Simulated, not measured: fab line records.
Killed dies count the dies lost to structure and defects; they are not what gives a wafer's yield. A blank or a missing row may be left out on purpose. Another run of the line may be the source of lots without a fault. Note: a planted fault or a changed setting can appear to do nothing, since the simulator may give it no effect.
fab line records	flow nand-harc
[record] lots = 12	wafers = 36	last-day = 25
route steps=1159 shown A_M0@1023 A_M1@1041 HYBRID_BOND@1094 END@1159
lots untouched by any fault: they come from a run of this same line in which no faults occurred
start-h: the number of hours between the record's first day and the start of the first shown wafer of the lot	wait-h: hours from the lot's prior step to this one	" the same as in the row above	L1.1+2: a row that stands for several wafers	- no value, or no start given	* or withheld: withheld	< > ~ a bound
route shown NAME@n: a module of which the file shows steps, and the number in the route of the first	usual: the fault-free wafers' mean and standard deviation	same: alike in all rows	chamber/n: place in a boat	sites: the reading at each site	_std_site: the values' standard deviation	_edge_site: inner sites' mean taken away from outer sites' mean	radius-mm: how far each site lies from the wafer's centre	mask NAME#n: copy n	behind: tool/chamber where the wafer was last shaped	hold: why the lot was held/for how many hours/how that ended	device: which transistor (n, p or np) failed to switch	end of line: the route-end tests of the same wafers	a step given without rows: its recipe and nothing more	killed: at the first sort, the dies lost to defects and structure; wafer yield is something else	map: a wafer's dies, marking killed ones x, the rest . and places with no die _
set.NAME: the setting the step ran with; set.NAME@STEP: the setting that earlier step ran with	model.NAME: the simulator's own value behind a step, which no gauge read
the route's steps for a sample of lots (tables are steps, rows are wafers)
services: when a tool's chamber went out of use (start-h, in hours from the record's first day, below 0 if earlier), for how many hours, and the reason
[[steps]]
[step NHARC_A_M0_INSPECT_27]
[usual] raw-defect-count = 424/100
lot.wafer	tool	chamber	start-h	wait-h	raw-defect-count
L111.1	defect-inspect-02	-	398.59	0.0	740
L111.2	"	-	"	"	323
L111.3	"	-	"	"	296
L116.1	defect-inspect-01	-	410.33	0.1	402
L116.2	"	-	"	"	298
L116.6	"	-	"	"	388
L113.1	defect-inspect-02	-	414.33	0.0	340
L113.4	"	-	"	"	404
L113.6	"	-	"	"	368
L123.3	defect-inspect-01	-	476.21	0.0	510
L123.4	"	-	"	"	349
L123.6	"	-	"	"	548
L124.4	defect-inspect-01	-	476.68	0.0	377
L124.5	"	-	"	"	411
L124.6	"	-	"	"	408
L122.1	defect-inspect-01	-	477.42	0.0	413
L122.3	"	-	"	"	585
L122.4	"	-	"	"	358
L126.3	defect-inspect-01	-	490.55	0.0	422
L126.5	"	-	"	"	355
L126.6	"	-	"	"	521
L125.1	defect-inspect-02	-	499.76	0.0	549
L125.2	"	-	"	"	325
L125.4	"	-	"	"	323
L128.2	defect-inspect-02	-	510.25	0.0	323
L128.3	"	-	"	"	345
L128.4	"	-	"	"	302
L131.2	defect-inspect-01	-	514.80	0.0	383
L131.3	"	-	"	"	343
L131.5	"	-	"	"	375
L132.1	defect-inspect-01	-	528.98	0.0	464
L132.2	"	-	"	"	452
L132.4	"	-	"	"	366
L134.1	defect-inspect-02	-	540.52	0.0	558
L134.2	"	-	"	"	507
L134.5	"	-	"	"	409
[step NHARC_A_M0_DEP_32]
[recipe] target-thk-a = 300	temp-c = 370	target-thk-nm = 30	pressure-torr = 3	flow-sccm = 200	rf-w = 450	material = SiCN
[usual] heater-power-w = 635/90
lot.wafer	tool	chamber	start-h	wait-h	heater-power-w
L111.1	pecvd-02	2	398.75	0.1	563
L111.3	"	0	"	"	730
L111.2	"	1	"	"	640
L116.1	pecvd-04	1	410.47	0.1	547
L116.2	"	0	"	"	490
L116.6	"	2	"	"	643
L113.1	pecvd-04	1	415.13	0.1	559
L113.6	"	1	"	"	542
L113.4	"	0	"	"	485
L123.3	pecvd-02	2	476.44	0.1	671
L123.4	"	0	"	"	812
L123.6	"	1	"	"	547
L124.6	pecvd-01	0	477.16	0.2	609
L124.4	"	1	"	"	700
L124.5	"	2	"	"	569
L122.3	pecvd-02	0	477.61	0.1	774
L122.1	"	1	"	"	641
L122.4	"	0	"	"	787
L126.3	pecvd-01	2	490.78	0.1	577
L126.6	"	0	"	"	563
L126.5	"	2	"	"	587
L125.2	pecvd-02	2	499.95	0.1	628
L125.1	"	0	"	"	802
L125.4	"	0	"	"	796
L128.2	pecvd-01	0	510.44	0.1	512
L128.3	"	1	"	"	689
L128.4	"	2	"	"	660
L131.2	pecvd-01	2	514.94	0.1	580
L131.3	"	0	"	"	564
L131.5	"	0	"	"	583
L132.2	pecvd-04	0	529.13	0.1	465
L132.1	"	2	"	"	575
L132.4	"	2	"	"	562
L134.2	pecvd-02	0	540.77	0.1	837
L134.1	"	1	"	"	583
L134.5	"	0	"	"	812
[step NHARC_A_M1_ETCH_15]
[recipe] target-depth-a = 1825	time-s = 91.2	c4f8-flow-sccm = withheld	ar-flow-sccm = 400	rf-w = 600	bias-w = 300	chemistry = C4F8/Ar
[usual] chamber-pressure-mTorr = 25.003/0.022	oes-product-au = 0.947/0.02	rf-vpp-V = 439.7/2.6
lot.wafer	tool	chamber	start-h	wait-h	chamber-pressure-mTorr	oes-product-au	rf-hours-counter-h	rf-vpp-V
L111.1	rie-diel-08	3	-	-	25.020	0.925	5.2	438.5
L111.3	"	0	"	"	24.970	0.919	4.5	444.1
L111.2	"	1	"	"	25.002	0.924	4.6	443.8
L116.1	rie-diel-12	1	-	-	25.007	0.951	0.5	442.6
L116.2	"	2	"	"	25.013	0.950	0.5	440.6
L116.6	"	0	"	"	25.023	0.936	-	438.0
L113.4	rie-diel-08	2	-	-	24.984	0.909	6.3	442.3
L113.1	"	1	"	"	25.017	0.924	5.7	443.3
L113.6	"	2	"	"	25.004	0.912	-	442.4
L123.3	rie-diel-12	0	-	-	25.007	0.926	2.1	436.0
L123.4	"	2	"	"	24.989	0.917	2.0	439.7
L123.6	"	0	"	"	25.031	0.934	-	437.2
L124.4	rie-diel-12	2	-	-	24.991	0.937	2.1	439.5
L124.6	"	0	"	"	25.000	0.981	-	437.3
L124.5	"	1	"	"	25.046	0.949	-	441.2
L122.1	rie-diel-12	0	-	-	25.016	0.953	2.3	438.7
L122.3	"	1	"	"	25.008	0.962	2.1	440.6
L122.4	"	3	"	"	25.019	0.941	2.1	438.9
L126.3	rie-diel-12	2	-	-	25.008	0.942	2.4	440.1
L126.5	"	3	"	"	25.031	0.959	-	437.2
L126.6	"	0	"	"	25.045	0.941	-	436.1
L125.4	rie-diel-08	1	-	-	25.022	0.955	1.1	443.9
L125.2	"	2	"	"	25.037	0.967	0.9	442.8
L125.1	"	3	"	"	25.015	0.967	0.9	437.8
L128.4	rie-diel-12	2	-	-	25.049	0.910	3.0	438.7
L128.3	"	3	"	"	24.973	0.923	3.0	435.5
L128.2	"	0	"	"	24.963	0.933	3.0	438.5
L131.2	rie-diel-01	0	-	-	25.047	0.967	1.6	437.6
L131.3	"	2	"	"	24.982	0.959	1.2	438.5
L131.5	"	1	"	"	25.024	0.959	-	436.1
L132.1	rie-diel-01	3	-	-	25.010	0.996	2.1	442.6
L132.4	"	0	"	"	24.997	0.961	2.2	435.5
L132.2	"	1	"	"	25.033	0.966	2.3	437.6
L134.2	rie-diel-08	2	-	-	24.985	0.926	3.1	442.8
L134.1	"	3	"	"	24.965	0.930	3.5	437.6
L134.5	"	1	"	"	25.006	0.939	-	445.2
[step NHARC_HYBRID_BOND_ACTIVATE_00]
[recipe] time-s = 60	n2-flow-sccm = 200	ar-flow-sccm = 0	bias-power-w = 0	chemistry = N2
[usual] drypump-motor-current-A = 5.5/0.37	mfc-ar-sccm = 0.011/0.014	oes-product-au = 0.999/0.0077	rf-vpp-V = 64.0/0.9	run-length-s = 81.1/0.44	showerhead-plenum-p-Torr = 1.77/0.087
lot.wafer	tool	chamber	start-h	wait-h	drypump-motor-current-A	mfc-ar-sccm	oes-product-au	rf-hours-counter-h	rf-vpp-V	run-length-s	showerhead-plenum-p-Torr
L111.3	rie-diel-10	0	407.86	0.1	5.8	0.039	1.007	2	64.0	81.1	1.76
L111.2	"	2	"	"	5.2	0	1.004	6	64.5	81.2	1.81
L111.1	"	3	"	"	5.7	0.017	0.991	6	63.2	81.2	1.66
L116.2	rie-diel-10	2	420.45	0.1	5.3	0	1.003	7	64.5	80.8	1.81
L116.1	"	3	"	"	5.7	0.017	0.994	7	64.6	81.3	1.66
L116.6	"	2	"	"	5.2	0	1.002	-	63.2	80.8	1.81
L113.4	rie-diel-10	3	424.44	0.1	5.8	0.017	1.002	7	64.7	81.0	1.66
L113.1	"	0	"	"	5.7	0.039	0.995	3	63.0	80.5	1.76
L113.6	"	3	"	"	5.7	0.017	1.002	-	63.2	81.4	1.66
L123.3	rie-diel-13	0	485.14	0.1	5.6	0	0.998	9	64.2	81.3	1.75
L123.4	"	2	"	"	5.3	0.020	0.986	10	63.4	80.6	1.81
L123.6	"	0	"	"	5.6	0	0.989	-	64.0	81.6	1.75
L124.4	rie-diel-13	3	485.68	0.1	6.0	0.008	0.991	9	64.7	80.5	1.92
L124.6	"	3	"	"	6.1	0.008	1.009	-	64.8	80.7	1.92
L124.5	"	0	"	"	5.6	0	1.003	-	65.0	81.8	1.75
L122.1	rie-diel-10	1	486.39	0.1	5.1	0	0.988	12	63.5	81.7	1.67
L122.4	"	3	"	"	5.7	0.017	0.993	12	63.6	77.3	1.66
L122.3	"	0	"	"	5.7	0.039	0.981	8	65.0	80.9	1.76
L126.3	rie-diel-13	2	499.49	0.1	5.3	0.020	0.999	13	63.7	80.3	1.81
L126.6	"	2	"	"	5.3	0.020	0.982	-	65.7	80.6	1.81
L126.5	"	3	"	"	6.1	0.008	1.005	-	66.7	80.5	1.92
L125.1	rie-diel-13	3	508.94	0.1	6.1	0.008	1.012	17	64.6	80.8	1.91
L125.4	"	1	"	"	5.8	0	1.010	17	64.5	80.9	1.91
L125.2	"	2	"	"	5.3	0.020	0.981	18	64.2	80.3	1.81
L128.3	rie-diel-13	1	519.36	0.1	5.7	0	1.005	23	64.0	80.6	1.91
L128.2	"	2	"	"	5.3	0.020	1.000	24	65.6	80.6	1.80
L128.4	"	1	"	"	5.8	0	1.001	-	66.8	81.0	1.91
L131.2	rie-diel-02	2	523.66	0.1	5.0	0	1.009	6	63.9	81.4	1.88
L131.3	"	3	"	"	6.3	0	0.992	6	64.6	81.0	1.90
L131.5	"	2	"	"	5.0	0	0.998	-	64.7	81.5	1.88
L132.2	rie-diel-13	1	538.06	0.1	5.8	0	0.995	34	64.9	80.4	1.91
L132.4	"	2	"	"	5.3	0.020	0.990	34	65.6	80.6	1.80
L132.1	"	3	"	"	6.0	0.008	0.997	32	64.7	80.5	1.91
L134.2	rie-diel-02	0	549.59	0.1	5.6	0.032	1.004	14	64.1	81.6	1.79
L134.1	"	2	"	"	5.0	0	1.006	16	63.5	81.7	1.87
L134.5	"	0	"	"	5.6	0.032	0.996	-	63.2	81.8	1.79
[step NHARC_END_SORT_01]
[recipe] temp-c = 25
[usual] defect-limited-yield = 95.7/1.4	killed-at-array = 25/9.2	killed-at-other = 0.9/1.3	killed-at-periphery = 3.3/2.3	killed-dies = 29/9.6	killed-open = 3.2/1.8	killed-short = 2/1.4	sort_bin_2_pct = 1.3/0.65	sort_bin_3_pct = 0.25/0.21	sort_bin_4_pct = 2.8/0.9	sort-n-pass = 648/9.6	sort-rim-yield-pct = 94/3	sort-yield-pct = 95.7/1.4
[same] gross-dies = 677	sort_bin_5_pct[%] = 0	sort_bin_6_pct[%] = 0	sort_bin_7_pct[%] = 0	sort_bin_8_pct[%] = 0	sort-rim-n-gross = 106.00
lot.wafer	tool	chamber	start-h	wait-h	defect-limited-yield[%]	killed-at-array	killed-at-other	killed-at-periphery	killed-dies	killed-open	killed-short	sort_bin_2_pct[%]	sort_bin_3_pct[%]	sort_bin_4_pct[%]	sort-n-pass	sort-rim-yield-pct[%]	sort-yield-pct[%]
L111.1	prober-02	0	435.61	2.5	96.8	19	0	3	22	0	5	0.9	0.15	2.2	655	98	96.8
L111.2	prober-02	0	436.40	2.8	96.0	17	3	7	27	2	3	1.5	0.15	2.4	650	95	96.0
L111.3	prober-02	0	437.19	3.1	96.9	12	0	9	21	1	1	0.9	0.30	1.9	656	97	96.9
L116.1	prober-02	0	447.95	2.5	96.6	20	1	2	23	6	1	1.5	0.15	1.8	654	95	96.6
L116.2	prober-02	0	448.76	2.8	97.3	16	1	1	18	2	2	0.6	0	2.1	659	96	97.3
L116.6	prober-02	0	451.98	4.0	96.8	17	1	4	22	7	3	1.0	0	2.2	655	95	96.8
L113.1	prober-01	0	459.03	2.5	95.0	31	0	3	34	2	4	1.6	0.44	3.0	643	93	95.0
L113.4	prober-01	0	461.39	3.4	95.4	22	1	8	31	6	1	1.9	0.15	2.5	646	94	95.4
L113.6	prober-01	0	462.97	3.9	95.0	30	0	4	34	3	2	1.8	0.44	2.8	643	94	95.0
L122.1	prober-02	0	512.26	2.5	94.8	31	0	4	35	3	3	0.9	0.74	3.5	642	91	94.8
L122.3	prober-02	0	513.87	3.1	92.8	44	0	5	49	3	2	1.9	0.30	5.0	628	92	92.8
L122.4	prober-02	0	514.67	3.4	93.4	35	0	10	45	1	3	1.3	0.44	4.9	632	85	93.4
L124.4	prober-01	0	514.67	3.4	96.6	20	0	3	23	6	2	1.0	0.15	2.2	654	99	96.6
L124.5	prober-01	0	515.48	3.7	96.8	21	0	1	22	3	3	0.7	0.30	2.2	655	97	96.8
L124.6	prober-01	0	516.29	4.1	96.9	20	0	1	21	3	0	0.6	0	2.5	656	97	96.9
L123.3	prober-02	0	521.66	3.1	94.8	31	0	4	35	2	3	1.5	0.30	3.4	642	97	94.8
L123.4	prober-02	0	522.46	3.4	95.6	27	0	3	30	2	1	1.5	0.30	2.7	647	92	95.6
L123.6	prober-02	0	524.04	4.0	94.4	34	0	4	38	3	2	2.2	0.30	3.1	639	91	94.4
L126.3	prober-01	0	531.11	3.1	97.0	12	4	4	20	9	1	1.3	0.15	1.5	657	97	97.0
L126.5	prober-01	0	532.71	3.7	97.8	10	1	4	15	2	2	0.7	0	1.5	662	97	97.8
L126.6	prober-01	0	533.52	4.0	96.9	13	4	4	21	4	2	0.4	0	2.7	656	98	96.9
L125.1	prober-02	0	542.04	2.5	96.0	24	2	1	27	3	5	1.0	0.44	2.5	650	96	96.0
L125.2	prober-02	0	542.82	2.8	96.3	22	2	1	25	0	2	0.9	0.74	2.1	652	98	96.3
L125.4	prober-02	0	544.38	3.3	95.1	27	5	1	33	4	5	1.9	0.44	2.5	644	97	95.1
L131.2	prober-02	0	552.50	2.8	95.6	30	0	0	30	2	0	0.6	0.44	3.4	647	89	95.6
L131.3	prober-02	0	553.29	3.1	96.0	25	1	1	27	4	4	1.2	0.30	2.5	650	92	96.0
L131.5	prober-02	0	554.87	3.7	95.6	27	1	2	30	2	4	1.2	0.59	2.7	647	94	95.6
L128.2	prober-02	0	560.23	2.8	95.9	19	3	6	28	5	2	1.0	0	3.1	649	93	95.9
L128.3	prober-02	0	561.03	3.1	96.8	14	2	6	22	4	6	1.3	0.15	1.8	655	98	96.8
L128.4	prober-02	0	561.83	3.4	96.3	21	0	4	25	4	5	1.3	0.15	2.2	652	96	96.3
L132.1	prober-02	0	575.00	2.5	93.5	39	0	5	44	2	1	2.4	0.59	3.5	633	85	93.5
L132.2	prober-02	0	575.80	2.8	92.6	43	1	6	50	4	1	3.1	0.15	4.1	627	91	92.6
L132.4	prober-02	0	577.40	3.4	93.8	38	1	3	42	1	0	1.3	0.30	4.6	635	92	93.8
L134.1	prober-02	0	590.49	2.5	96.5	23	0	1	24	0	3	1.3	0.15	2.1	653	94	96.5
L134.2	prober-02	0	591.29	2.8	96.8	20	0	2	22	2	4	1.5	0.30	1.5	655	96	96.8
L134.5	prober-02	0	593.70	3.7	96.6	19	1	3	23	3	0	0.7	0.15	2.5	654	92	96.6
// killed by level:class
L111.1 A_CHANNEL_FILL_D1:chamber-film-flake=4 A_WL_FILL:geometric-particle:short=2 P_STI:chamber-film-flake=2 A_STAIRCASE:chamber-film-flake=2 A_SLIT:chamber-film-flake=2 A_WL_FILL:chamber-film-flake=2 A_SOURCE_PLATE:geometric-particle:short=1 A_ONON_D1:geometric-particle:short=1
L111.2 P_STI:chamber-film-flake=4 A_CHANNEL_HOLE_D1:chamber-film-flake=3 A_WL_FILL:chamber-film-flake=3 THIN_TSV:chamber-film-flake=3 A_CHANNEL_FILL_D1:geometric-particle:short=2 A_M0:geometric-particle:open=2 A_CHANNEL_FILL_D1:chamber-film-flake=2 A_STAIRCASE:chamber-film-flake=2
L111.3 A_CHANNEL_FILL_D1:chamber-film-flake=5 P_STI:chamber-film-flake=4 P_M0:chamber-film-flake=2 A_STAIRCASE:chamber-film-flake=2 P_CONTACT:geometric-particle:open=1 A_CONTACT:geometric-particle:short=1 P_ZERO_WELL:chamber-film-flake=1 P_GATE:chamber-film-flake=1
L116.1 A_STAIRCASE:chamber-film-flake=5 A_CONTACT:chamber-film-flake=4 A_CHANNEL_HOLE_D1:chamber-film-flake=3 A_CONTACT:geometric-particle:open=2 P_ZERO_WELL:chamber-film-flake=2 A_ONON_D1:geometric-particle:open=1 A_CHANNEL_FILL_D1:geometric-particle:short=1 A_BLC:geometric-particle:open=1
L116.2 A_STAIRCASE:chamber-film-flake=5 A_CHANNEL_HOLE_D1:chamber-film-flake=3 A_CONTACT:chamber-film-flake=3 A_CHANNEL_FILL_D1:chamber-film-flake=2 P_CONTACT:geometric-particle:open=1 A_ONON_D1:geometric-particle:open=1 A_WL_FILL:geometric-particle:short=1 A_CONTACT:geometric-particle:short=1
L116.6 A_CONTACT:chamber-film-flake=4 A_CONTACT:geometric-particle:open=2 P_ZERO_WELL:chamber-film-flake=2 A_STAIRCASE:chamber-film-flake=2 P_M1:geometric-particle:open=1 A_ONON_D1:geometric-particle:open=1 A_CHANNEL_FILL_D1:geometric-particle:open=1 A_SGD_CUT:geometric-particle:open=1
L113.1 A_CONTACT:chamber-film-flake=12 A_CHANNEL_HOLE_D1:chamber-film-flake=8 A_STAIRCASE:chamber-film-flake=2 A_SLIT:chamber-film-flake=2 A_WL_FILL:chamber-film-flake=2 P_M0:geometric-particle:open=1 A_CHANNEL_HOLE_D1:geometric-particle:short=1 A_CHANNEL_FILL_D1:geometric-particle:short=1
L113.4 A_CHANNEL_HOLE_D1:chamber-film-flake=9 P_M1:chamber-film-flake=4 A_STAIRCASE:chamber-film-flake=4 A_CONTACT:chamber-film-flake=3 P_M2:geometric-particle:open=2 P_GATE:geometric-particle:open=1 A_CHANNEL_FILL_D1:geometric-particle:short=1 A_WL_FILL:geometric-particle:open=1
L113.6 A_CHANNEL_HOLE_D1:chamber-film-flake=13 A_CONTACT:chamber-film-flake=7 A_WL_FILL:chamber-film-flake=4 A_STAIRCASE:chamber-film-flake=3 P_CONTACT:geometric-particle:short=1 P_M2:geometric-particle:open=1 A_ONON_D1:geometric-particle:short=1 A_BLC:geometric-particle:open=1
L122.1 A_CHANNEL_HOLE_D1:chamber-film-flake=11 A_SLIT:chamber-film-flake=6 P_CONTACT:chamber-film-flake=3 A_M0:chamber-film-flake=3 A_STAIRCASE:chamber-film-flake=3 A_WL_FILL:geometric-particle:short=2 A_CONTACT:geometric-particle:open=2 A_CHANNEL_FILL_D1:geometric-particle:short=1
L122.3 A_CHANNEL_HOLE_D1:chamber-film-flake=19 A_SLIT:chamber-film-flake=10 A_STAIRCASE:chamber-film-flake=5 P_CONTACT:chamber-film-flake=3 A_ZERO_WELL:chamber-film-flake=3 P_STI:geometric-particle:short=1 P_CONTACT:geometric-particle:open=1 A_ONON_D1:geometric-particle:open=1
L122.4 A_CHANNEL_HOLE_D1:chamber-film-flake=13 A_SLIT:chamber-film-flake=12 P_CONTACT:chamber-film-flake=9 A_STAIRCASE:chamber-film-flake=3 A_M0:geometric-particle:short=2 A_CHANNEL_FILL_D1:geometric-particle:short=1 A_WL_FILL:geometric-particle:open=1 P_STI:chamber-film-flake=1
L124.4 A_CONTACT:chamber-film-flake=9 A_STAIRCASE:chamber-film-flake=3 P_CONTACT:geometric-particle:open=2 A_CONTACT:geometric-particle:open=2 P_M0:geometric-particle:open=1 A_SGD_CUT:geometric-particle:short=1 A_BLC:geometric-particle:short=1 A_M0:geometric-particle:open=1
L124.5 A_STAIRCASE:chamber-film-flake=5 A_CHANNEL_HOLE_D1:chamber-film-flake=4 A_CONTACT:geometric-particle:open=3 A_CONTACT:chamber-film-flake=3 A_SGD_CUT:chamber-film-flake=2 A_WL_FILL:chamber-film-flake=2 P_M0:geometric-particle:short=1 A_CHANNEL_HOLE_D1:geometric-particle:short=1
L124.6 A_CONTACT:chamber-film-flake=7 A_SGD_CUT:chamber-film-flake=4 A_CHANNEL_HOLE_D1:chamber-film-flake=3 A_STAIRCASE:chamber-film-flake=3 P_CONTACT:geometric-particle:open=1 A_ONON_D1:geometric-particle:open=1 A_CHANNEL_FILL_D1:geometric-particle:open=1 A_WL_FILL:chamber-film-flake=1
L123.3 A_CHANNEL_HOLE_D1:chamber-film-flake=15 A_CHANNEL_FILL_D1:chamber-film-flake=4 A_STAIRCASE:chamber-film-flake=3 A_WL_FILL:chamber-film-flake=3 P_M0:geometric-particle:open=2 P_ZERO_WELL:chamber-film-flake=2 A_ZERO_WELL:chamber-film-flake=2 A_ONON_D1:geometric-particle:short=1
L123.4 A_CHANNEL_HOLE_D1:chamber-film-flake=12 A_STAIRCASE:chamber-film-flake=6 A_CONTACT:chamber-film-flake=3 P_ZERO_WELL:chamber-film-flake=2 A_WL_FILL:chamber-film-flake=2 A_ONON_D1:geometric-particle:short=1 A_CONTACT:geometric-particle:open=1 A_M0:geometric-particle:open=1
L123.6 A_CHANNEL_HOLE_D1:chamber-film-flake=15 A_CHANNEL_FILL_D1:chamber-film-flake=4 A_STAIRCASE:chamber-film-flake=4 A_CONTACT:chamber-film-flake=3 A_ZERO_WELL:chamber-film-flake=3 P_ZERO_WELL:chamber-film-flake=2 P_CONTACT:geometric-particle:open=1 A_SOURCE_PLATE:geometric-particle:open=1
L126.3 THIN_TSV:chamber-film-flake=3 A_CONTACT:geometric-particle:open=2 A_CHANNEL_HOLE_D1:chamber-film-flake=2 A_CONTACT:chamber-film-flake=2 P_CONTACT:geometric-particle:open=1 P_M0:geometric-particle:open=1 A_SOURCE_PLATE:geometric-particle:open=1 A_CHANNEL_FILL_D1:geometric-particle:open=1
L126.5 A_CHANNEL_HOLE_D1:chamber-film-flake=6 P_M1:geometric-particle:open=1 P_M2:geometric-particle:open=1 P_M2:geometric-particle:short=1 A_WL_FILL:geometric-particle:short=1 P_STI:chamber-film-flake=1 A_STAIRCASE:chamber-film-flake=1 A_CONTACT:chamber-film-flake=1
L126.6 THIN_TSV:chamber-film-flake=4 A_WL_FILL:geometric-particle:open=2 A_CHANNEL_HOLE_D1:chamber-film-flake=2 A_CHANNEL_FILL_D1:chamber-film-flake=2 A_STAIRCASE:chamber-film-flake=2 P_GATE:geometric-particle:short=1 P_GATE:geometric-particle:open=1 A_WL_FILL:geometric-particle:short=1
L125.1 A_STAIRCASE:chamber-film-flake=6 A_SLIT:chamber-film-flake=5 A_CONTACT:chamber-film-flake=3 A_CONTACT:geometric-particle:short=2 A_CHANNEL_HOLE_D1:chamber-film-flake=2 THIN_TSV:chamber-film-flake=2 P_M0:geometric-particle:open=1 A_CHANNEL_FILL_D1:geometric-particle:short=1
L125.2 A_STAIRCASE:chamber-film-flake=11 A_CHANNEL_HOLE_D1:chamber-film-flake=6 A_SLIT:chamber-film-flake=3 P_CONTACT:geometric-particle:short=1 STARTING-WAFER:geometric-particle:short=1 A_CONTACT:chamber-film-flake=1 A_M1:chamber-film-flake=1 THIN_TSV:chamber-film-flake=1
L125.4 A_STAIRCASE:chamber-film-flake=9 A_CHANNEL_HOLE_D1:chamber-film-flake=5 THIN_TSV:chamber-film-flake=5 A_WL_FILL:geometric-particle:short=4 A_SLIT:chamber-film-flake=4 A_ONON_D1:geometric-particle:open=2 P_M0:geometric-particle:open=1 A_M0:geometric-particle:short=1
L131.2 A_SLIT:chamber-film-flake=14 A_CHANNEL_HOLE_D1:chamber-film-flake=8 A_CONTACT:chamber-film-flake=3 A_STAIRCASE:chamber-film-flake=2 A_WL_FILL:geometric-particle:open=1 A_CONTACT:geometric-particle:open=1 A_WL_FILL:chamber-film-flake=1
L131.3 A_SLIT:chamber-film-flake=8 A_CONTACT:chamber-film-flake=4 A_CHANNEL_HOLE_D1:chamber-film-flake=3 A_STAIRCASE:chamber-film-flake=3 P_M0:geometric-particle:open=1 A_CHANNEL_HOLE_D1:geometric-particle:short=1 A_CHANNEL_FILL_D1:geometric-particle:short=1 A_SGD_CUT:geometric-particle:short=1
L131.5 A_STAIRCASE:chamber-film-flake=8 A_SLIT:chamber-film-flake=7 A_CHANNEL_HOLE_D1:chamber-film-flake=4 A_WL_FILL:chamber-film-flake=2 P_M0:geometric-particle:short=1 A_ONON_D1:geometric-particle:short=1 A_CHANNEL_HOLE_D1:geometric-particle:open=1 A_SGD_CUT:geometric-particle:short=1
L128.2 A_STAIRCASE:chamber-film-flake=6 A_CHANNEL_HOLE_D1:chamber-film-flake=4 P_ZERO_WELL:chamber-film-flake=3 A_CONTACT:chamber-film-flake=3 P_M0:geometric-particle:open=2 A_WL_FILL:chamber-film-flake=2 THIN_TSV:chamber-film-flake=2 P_CONTACT:geometric-particle:short=1
L128.3 A_CONTACT:chamber-film-flake=5 A_STAIRCASE:chamber-film-flake=3 A_CONTACT:geometric-particle:short=2 THIN_TSV:chamber-film-flake=2 P_CONTACT:geometric-particle:short=1 P_CONTACT:geometric-particle:open=1 P_M0:geometric-particle:open=1 P_M0:geometric-particle:short=1
L128.4 A_STAIRCASE:chamber-film-flake=5 A_CONTACT:chamber-film-flake=5 A_CHANNEL_HOLE_D1:chamber-film-flake=4 A_WL_FILL:geometric-particle:short=3 P_STI:geometric-particle:short=1 P_CONTACT:geometric-particle:open=1 P_CONTACT:geometric-particle:short=1 A_CONTACT:geometric-particle:open=1
L132.1 A_CHANNEL_HOLE_D1:chamber-film-flake=16 A_SLIT:chamber-film-flake=11 A_CONTACT:chamber-film-flake=8 P_M2:chamber-film-flake=4 A_ONON_D1:geometric-particle:open=1 A_CONTACT:geometric-particle:short=1 A_BLC:geometric-particle:open=1 P_GATE:chamber-film-flake=1
L132.2 A_CHANNEL_HOLE_D1:chamber-film-flake=19 A_SLIT:chamber-film-flake=15 A_CONTACT:chamber-film-flake=6 P_GATE:geometric-particle:open=2 P_M2:chamber-film-flake=2 P_GATE:geometric-particle:short=1 A_ONON_D1:geometric-particle:open=1 A_M0:geometric-particle:open=1
L132.4 A_SLIT:chamber-film-flake=14 A_CHANNEL_HOLE_D1:chamber-film-flake=11 A_CONTACT:chamber-film-flake=10 P_M2:chamber-film-flake=3 A_WL_FILL:chamber-film-flake=2 A_BLC:geometric-particle:open=1 THIN_TSV:chamber-film-flake=1
L134.1 A_CHANNEL_HOLE_D1:chamber-film-flake=11 A_CONTACT:chamber-film-flake=6 A_ONON_D1:geometric-particle:short=2 A_CHANNEL_FILL_D1:chamber-film-flake=2 A_CHANNEL_FILL_D1:geometric-particle:short=1 P_GATE:chamber-film-flake=1 A_WL_FILL:chamber-film-flake=1
L134.2 A_CONTACT:chamber-film-flake=6 A_CHANNEL_HOLE_D1:chamber-film-flake=5 A_ONON_D1:geometric-particle:short=2 A_ONON_D1:geometric-particle:open=1 A_SGD_CUT:geometric-particle:short=1 A_WL_FILL:geometric-particle:short=1 A_WL_FILL:geometric-particle:open=1 P_ZERO_WELL:chamber-film-flake=1
L134.5 A_CONTACT:chamber-film-flake=7 A_CHANNEL_HOLE_D1:chamber-film-flake=6 P_M0:geometric-particle:open=1 A_CHANNEL_FILL_D1:geometric-particle:open=1 P_ZERO_WELL:chamber-film-flake=1 A_WL_FILL:geometric-particle:open=1 P_GATE:chamber-film-flake=1 A_ZERO_WELL:chamber-film-flake=1
[[services]]
tool	chamber	start-h	hours	kind
rie-diel-02	3	376.00	1.2	repair
pecvd-04	-	376.70	13.0	pm
rie-diel-12	-	379.40	9.0	pm
rie-diel-01	1	385.48	8.4	repair
rie-diel-01	2	389.09	8.0	repair
rie-diel-13	2	402.42	2.0	repair
rie-diel-01	1	415.69	9.1	repair
rie-diel-13	-	417.30	0.8	repair
pecvd-01	-	418.00	13.0	pm
rie-diel-08	1	419.73	3.0	repair
rie-diel-10	1	440.01	6.1	repair
pecvd-02	2	447.01	11.5	repair
rie-diel-08	1	451.01	3.7	repair
rie-diel-13	-	453.19	9.0	pm
rie-diel-12	3	457.22	3.3	repair
rie-diel-08	-	478.80	9.0	pm
rie-diel-12	0	481.14	9.0	repair
rie-diel-12	1	493.53	14.4	repair
pecvd-02	-	515.39	13.0	pm
rie-diel-13	0	517.28	4.2	repair
rie-diel-10	-	530.50	9.0	pm
rie-diel-12	3	538.67	6.2	repair
rie-diel-08	0	542.79	6.9	repair
rie-diel-12	1	544.69	7.0	repair
[[key]]
[first-sign] step = NHARC_HYBRID_BOND_ACTIVATE_00	reading = run-length-s	direction = down	sigmas = 8.7	usual = *	struck = *
effect none on later readings
met-at NHARC_HYBRID_BOND_ACTIVATE_00
struck-lots L122
struck-wafers L122.4
not-acting-at NHARC_A_M0_INSPECT_27,NHARC_A_M0_DEP_32,NHARC_A_M1_ETCH_15
onset-between 424.44 486.39
[fault] kind = process-parameter-drift	tool = rie-diel-10	chamber = -	onset-h = 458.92	steps = NHARC_HYBRID_BOND_ACTIVATE_00	channel = time-s	offset = *	shape = step	end-h = 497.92	scope = struck-wafers-only	acts-in = *	stated = *
